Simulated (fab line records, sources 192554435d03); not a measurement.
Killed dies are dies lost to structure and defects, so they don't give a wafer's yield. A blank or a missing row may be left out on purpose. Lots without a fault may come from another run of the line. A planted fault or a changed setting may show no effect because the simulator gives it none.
Chamber matching | flow n5_finfet | N5_BEOL_M3_ETCH_74 on rie_diel-02: 4 sister chambers
The step etches underlayer in N2/H2, target depth 6.5 nm, time 5.2 s. 4 wafers are shown with their chamber, then 12 later ones without.

WAFERS WITH THEIR CHAMBER
wafer  | chamber | showerhead_plenum_p_Torr (Torr)
L084.2 | 3       | 2.47
L084.4 | 2       | 2.63
L085.3 | 0       | 2.48
L085.4 | 1       | 2.59

WAFERS WITHOUT THEIR CHAMBER
wafer  | showerhead_plenum_p_Torr (Torr)
L093.3 | 2.62
L093.4 | 2.47
L093.5 | 2.45
L094.1 | 2.58
L094.2 | 2.45
L094.3 | 2.62
L097.1 | 2.62
L097.2 | 2.45
L097.5 | 2.45
L096.2 | 2.62
L096.3 | 2.58
L096.6 | 2.47

WHICH CHAMBER EACH WENT THROUGH
wafer  | from the rows above     | in truth
L093.3 | can't be placed: 2 or 1 | 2
L093.4 | can't be placed: 3 or 0 | 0
L093.5 | can't be placed: 3 or 0 | 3
L094.1 | 1                       | 1
L094.2 | can't be placed: 3 or 0 | 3
L094.3 | can't be placed: 2 or 1 | 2
L097.1 | can't be placed: 2 or 1 | 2
L097.2 | can't be placed: 3 or 0 | 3
L097.5 | can't be placed: 3 or 0 | 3
L096.2 | can't be placed: 2 or 1 | 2
L096.3 | 1                       | 1
L096.6 | can't be placed: 3 or 0 | 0
Placed correctly: 2 of 12. Can't be placed from these rows: 10 (the true chamber is among the candidates in 10). Placed wrongly: 0.
How it was worked out, from the rows above alone: a wafer's distance from a chamber is the root of the sum, over the readings, of the square of ((its reading less the chamber's mean) divided by the reading's scatter). The wafer belongs to the nearest chamber; if the next one is less than 2 further off, it can't be placed. A chamber's mean is the mean of its shown wafers. The scatter: with one shown wafer a chamber, the root of the mean of the squares of how far each hidden wafer lies from its nearest shown one.
